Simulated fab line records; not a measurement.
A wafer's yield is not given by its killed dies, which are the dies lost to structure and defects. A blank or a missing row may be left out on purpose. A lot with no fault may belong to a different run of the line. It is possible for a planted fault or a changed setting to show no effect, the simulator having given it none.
Split-lot study -- flow n5 finfet -- 7 lots, 21 wafers read, on a route of 1938 steps

== SPLIT DETAILS ==
At N5_BEOL_M4_DESCUM_16 (chemistry O2, time 7 s), the setting time s was moved away from the recipe's 7 s on 6 of the 21 wafers read, by -21.7% to +17.4%. For the rest of the wafers, this setting stayed at what the recipe calls for.

== FROM SPLIT TO READING: 1 step shown by the file between the two ==
- N5_BEOL_M4_ETCH_74: etches underlayer in N2/H2, target depth 6.5 nm, time 5.2 s

== THE READING ==
CAR-EUV_of_BEOL_M4_COAT_05.thk nm (the simulator's own value, which no gauge read), in nm, at N5_BEOL_M4_ETCH_63 (etches SiARC in CF4, target depth 15.6 nm, time 26 s). There is no usual value for it anywhere in the file. Here, 15 wafers ran the recipe; their average is 11.2 nm with a standard deviation of 0.15 nm.

wafer,"tool, chamber at the split","time s as run, s",against the recipe,"CAR-EUV_of_BEOL_M4_COAT_05.thk nm, nm",against lot-mates on the recipe
L078.2,"rie diel-01, 1",5.481,-21.7%,12,+0.9
L078.5,"rie diel-01, 0,3",7,recipe,11.2,-
L078.6,"rie diel-01, 0,3",7,recipe,11,-
L081.1,"rie diel-06, 0,3,2",7,recipe,11.2,-
L081.3,"rie diel-06, 0,3,2",7,recipe,11,-
L081.4,"rie diel-06, 0,3,2",7,recipe,11.2,-
L080.2,"rie diel-06, 3",6.304,-9.9%,11.4,+0.2
L080.4,"rie diel-06, 0",7,recipe,11.2,-
L080.5,"rie diel-06, 3",6.304,-9.9%,11.4,+0.2
L082.1,"rie diel-03, 2",8.22,+17.4%,10.6,-0.4
L082.3,"rie diel-03, 1",7,recipe,11,-
L082.4,"rie diel-03, 0",8.22,+17.4%,10.6,-0.4
L084.1,"rie diel-06, 3,0,0",7,recipe,11.6,-
L084.2,"rie diel-06, 3,0,0",7,recipe,11.2,-
L084.5,"rie diel-06, 3,0,0",7,recipe,11.4,-
L093.3,"rie diel-01, 0",6.381,-8.8%,11.4,+0.2
L093.4,"rie diel-01, 2",7,recipe,11.2,-
L093.5,"rie diel-01, 0",7,recipe,11.2,-
L094.2,"rie diel-01, 3,1,0",7,recipe,11.2,-
L094.3,"rie diel-01, 3,1,0",7,recipe,11.2,-
L094.4,"rie diel-01, 3,1,0",7,recipe,11,-
Where a row lists several chambers, the file gives one row for several wafers and doesn't say which wafer went through which chamber.

FIT RESULTS
A straight line over all 21 wafers: CAR-EUV_of_BEOL_M4_COAT_05.thk nm changes by -0.0328 nm for each +1% of time s; r = -0.89; the points scatter about the line by 0.14 nm.
The same after taking each lot's own level away (the mean of its wafers on the recipe; 21 wafers): -0.0288 nm for each +1%; r = -0.90; scatter 0.12 nm.
Per that fit: largest time s move, reading shift of 0.63 nm.
The span of the lots' own levels, 11.00 to 11.40 nm, comes to 2.6 times the standard deviation stated above.
Thus the slope moves with the lot-to-lot level: the two fits are different.
Check: for one of the wafers moved furthest among these (-21.7%), held out of the fit, the line's prediction against its lot-mates is +0.48 nm. Against them it came out at +0.9 nm.

== FURTHER SPLITS ON THESE WAFERS ==
Note: prior to the reading, these wafers also went through further splits. Each is held against what the fit with the lots' levels taken away leaves over:
other split on the same wafers,wafers away from the commonest value,r with CAR-EUV_of_BEOL_M4_COAT_05.thk nm (lot level and that fit taken away)
N5_BEOL_M0_SAQP_PECVD_04 time s,9,-0.20
N5_BEOL_M0_SAQP_CUT_ETCH_46 source w,12,+0.10
N5_BEOL_M2_COAT_22 spin rpm,3,+0.06
N5_BEOL_M2_DESCUM_33 time s,6,+0.26
N5_BEOL_M3_COAT_05 spin rpm,5,-0.13
N5_BEOL_M4_COAT_62 spin rpm,4,+0.39

== THE WHOLE CHAIN: every reading that the file lists as answering this split, in the file's order ==
step,what it does,reading,change (the file's fit),r (the file's)
N5_BEOL_M4_DESCUM_16,"chemistry O2, time 7 s","CAR-EUV_of_BEOL_M4_COAT_05.thk nm (the simulator's own value, which no gauge read)",-0.0298 nm for each +1% of the setting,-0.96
N5_BEOL_M4_ETCH_74,"etches underlayer in N2/H2, target depth 6.5 nm, time 5.2 s","CAR-EUV_of_BEOL_M4_COAT_05.thk nm (the simulator's own value, which no gauge read)",-0.0283 nm for each +1% of the setting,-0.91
N5_BEOL_M4_ETCH_63,"etches SiARC in CF4, target depth 15.6 nm, time 26 s","CAR-EUV_of_BEOL_M4_COAT_05.thk nm (the simulator's own value, which no gauge read)",-0.0318 nm for each +1% of the setting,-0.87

== FILE'S OWN FIT ==
CAR-EUV_of_BEOL_M4_COAT_05.thk nm changes by -0.0318 nm for each +1% of time s, r = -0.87.
